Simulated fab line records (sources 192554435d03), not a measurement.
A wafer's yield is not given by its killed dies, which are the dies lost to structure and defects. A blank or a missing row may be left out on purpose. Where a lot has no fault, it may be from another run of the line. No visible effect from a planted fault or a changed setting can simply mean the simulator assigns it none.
Chamber matching || flow n5 finfet || N5_MOL_CONTACT_COAG_ETCHBACK_136 on rie diel-04: 4 sister chambers
The step etches SiO2 in CHF3, target depth 25 nm, time 16.7 s. 22 wafers are shown with their chamber, then 11 later ones without.

== WAFERS PAIRED WITH THEIR CHAMBERS ==
{"wafer": "L074.1", "chamber": 1, "drypump motor current A (A)": 6.2, "showerhead plenum p Torr (Torr)": 2.35, "rf vpp V (V)": 526}
{"wafer": "L074.3", "chamber": 0, "drypump motor current A (A)": 6.2, "showerhead plenum p Torr (Torr)": 2.45, "rf vpp V (V)": 531}
{"wafer": "L074.5", "chamber": 2, "drypump motor current A (A)": 5.5, "showerhead plenum p Torr (Torr)": 2.39, "rf vpp V (V)": 522}
{"wafer": "L077.2", "chamber": 0, "drypump motor current A (A)": 6.2, "showerhead plenum p Torr (Torr)": 2.44, "rf vpp V (V)": 531}
{"wafer": "L077.5", "chamber": 1, "drypump motor current A (A)": 6.2, "showerhead plenum p Torr (Torr)": 2.35, "rf vpp V (V)": 526}
{"wafer": "L077.6", "chamber": 2, "drypump motor current A (A)": 5.5, "showerhead plenum p Torr (Torr)": 2.39, "rf vpp V (V)": 521}
{"wafer": "L082.2", "chamber": 1, "drypump motor current A (A)": 6.2, "showerhead plenum p Torr (Torr)": 2.34, "rf vpp V (V)": 526}
{"wafer": "L082.3", "chamber": 0, "drypump motor current A (A)": 6.2, "showerhead plenum p Torr (Torr)": 2.44, "rf vpp V (V)": 531}
{"wafer": "L082.5", "chamber": 2, "drypump motor current A (A)": 5.6, "showerhead plenum p Torr (Torr)": 2.38, "rf vpp V (V)": 522}
{"wafer": "L084.2", "chamber": 1, "drypump motor current A (A)": 6.2, "showerhead plenum p Torr (Torr)": 2.34, "rf vpp V (V)": 526}
{"wafer": "L084.4", "chamber": 1, "drypump motor current A (A)": 6.2, "showerhead plenum p Torr (Torr)": 2.34, "rf vpp V (V)": 526}
{"wafer": "L084.5", "chamber": 0, "drypump motor current A (A)": 6.2, "showerhead plenum p Torr (Torr)": 2.44, "rf vpp V (V)": 532}
{"wafer": "L085.2", "chamber": 3, "drypump motor current A (A)": 5.5, "showerhead plenum p Torr (Torr)": 2.44, "rf vpp V (V)": 529}
{"wafer": "L085.3", "chamber": 1, "drypump motor current A (A)": 6.2, "showerhead plenum p Torr (Torr)": 2.34, "rf vpp V (V)": 527}
{"wafer": "L085.4", "chamber": 1, "drypump motor current A (A)": 6.2, "showerhead plenum p Torr (Torr)": 2.34, "rf vpp V (V)": 526}
{"wafer": "L088.1", "chamber": 3, "drypump motor current A (A)": 5.5, "showerhead plenum p Torr (Torr)": 2.44, "rf vpp V (V)": 527}
{"wafer": "L088.2", "chamber": 2, "drypump motor current A (A)": 5.5, "showerhead plenum p Torr (Torr)": 2.38, "rf vpp V (V)": 521}
{"wafer": "L088.4", "chamber": 2, "drypump motor current A (A)": 5.6, "showerhead plenum p Torr (Torr)": 2.38, "rf vpp V (V)": 521}
{"wafer": "L089.2", "chamber": 3, "drypump motor current A (A)": 5.5, "showerhead plenum p Torr (Torr)": 2.43, "rf vpp V (V)": 527}
{"wafer": "L089.3", "chamber": 0, "drypump motor current A (A)": 6.2, "showerhead plenum p Torr (Torr)": 2.44, "rf vpp V (V)": 532}
{"wafer": "L089.5", "chamber": 0, "drypump motor current A (A)": 6.2, "showerhead plenum p Torr (Torr)": 2.43, "rf vpp V (V)": 531}
{"wafer": "L090.2", "chamber": 0, "drypump motor current A (A)": 6.2, "showerhead plenum p Torr (Torr)": 2.43, "rf vpp V (V)": 530}

SIGNATURES, as means of the wafers listed above
{"reading": "drypump motor current A", "chamber 0": 6.200, "chamber 1": 6.200, "chamber 2": 5.540, "chamber 3": 5.500, "scatter within a chamber": 0.0258}
{"reading": "showerhead plenum p Torr", "chamber 0": 2.4386, "chamber 1": 2.3429, "chamber 2": 2.3840, "chamber 3": 2.4367, "scatter within a chamber": 0.00585}
{"reading": "rf vpp V", "chamber 0": 531.14, "chamber 1": 526.14, "chamber 2": 521.40, "chamber 3": 527.67, "scatter within a chamber": 0.649}
Rule: a wafer lies at a distance from a chamber equal to the root of the sum of squares, over the readings, of (its reading less the chamber's mean, divided by the reading's scatter). The wafer belongs to the nearest chamber; if the next one is less than 2 further off, it can't be placed. The scatter: the root of (the sum of the squares of (reading less its chamber's mean) over the shown wafers, divided by (wafers less chambers)).

== WAFERS WHOSE CHAMBER IS MISSING ==
{"wafer": "L090.3", "drypump motor current A (A)": 5.6, "showerhead plenum p Torr (Torr)": 2.37, "rf vpp V (V)": 522}
{"wafer": "L090.6", "drypump motor current A (A)": 5.5, "showerhead plenum p Torr (Torr)": 2.43, "rf vpp V (V)": 528}
{"wafer": "L094.1", "drypump motor current A (A)": 5.5, "showerhead plenum p Torr (Torr)": 2.37, "rf vpp V (V)": 522}
{"wafer": "L094.2", "drypump motor current A (A)": 6.2, "showerhead plenum p Torr (Torr)": 2.34, "rf vpp V (V)": 528}
{"wafer": "L094.3", "drypump motor current A (A)": 5.5, "showerhead plenum p Torr (Torr)": 2.43, "rf vpp V (V)": 527}
{"wafer": "L095.4", "drypump motor current A (A)": 6.2, "showerhead plenum p Torr (Torr)": 2.43, "rf vpp V (V)": 531}
{"wafer": "L095.5", "drypump motor current A (A)": 6.2, "showerhead plenum p Torr (Torr)": 2.43, "rf vpp V (V)": 531}
{"wafer": "L095.6", "drypump motor current A (A)": 6.3, "showerhead plenum p Torr (Torr)": 2.34, "rf vpp V (V)": 527}
{"wafer": "L097.1", "drypump motor current A (A)": 6.2, "showerhead plenum p Torr (Torr)": 2.34, "rf vpp V (V)": 526}
{"wafer": "L097.2", "drypump motor current A (A)": 5.5, "showerhead plenum p Torr (Torr)": 2.37, "rf vpp V (V)": 520}
{"wafer": "L097.5", "drypump motor current A (A)": 5.5, "showerhead plenum p Torr (Torr)": 2.43, "rf vpp V (V)": 526}

== EACH ONE'S CHAMBER ==
{"wafer": "L090.3", "from the rows above": 2, "in truth": 2}
{"wafer": "L090.6", "from the rows above": 3, "in truth": 3}
{"wafer": "L094.1", "from the rows above": 2, "in truth": 2}
{"wafer": "L094.2", "from the rows above": 1, "in truth": 1}
{"wafer": "L094.3", "from the rows above": 3, "in truth": 3}
{"wafer": "L095.4", "from the rows above": 0, "in truth": 0}
{"wafer": "L095.5", "from the rows above": 0, "in truth": 0}
{"wafer": "L095.6", "from the rows above": 1, "in truth": 1}
{"wafer": "L097.1", "from the rows above": 1, "in truth": 1}
{"wafer": "L097.2", "from the rows above": 2, "in truth": 2}
{"wafer": "L097.5", "from the rows above": 3, "in truth": 3}
11 of 11 placed correctly. Not placeable from these rows: 0. Number placed wrongly: 0.
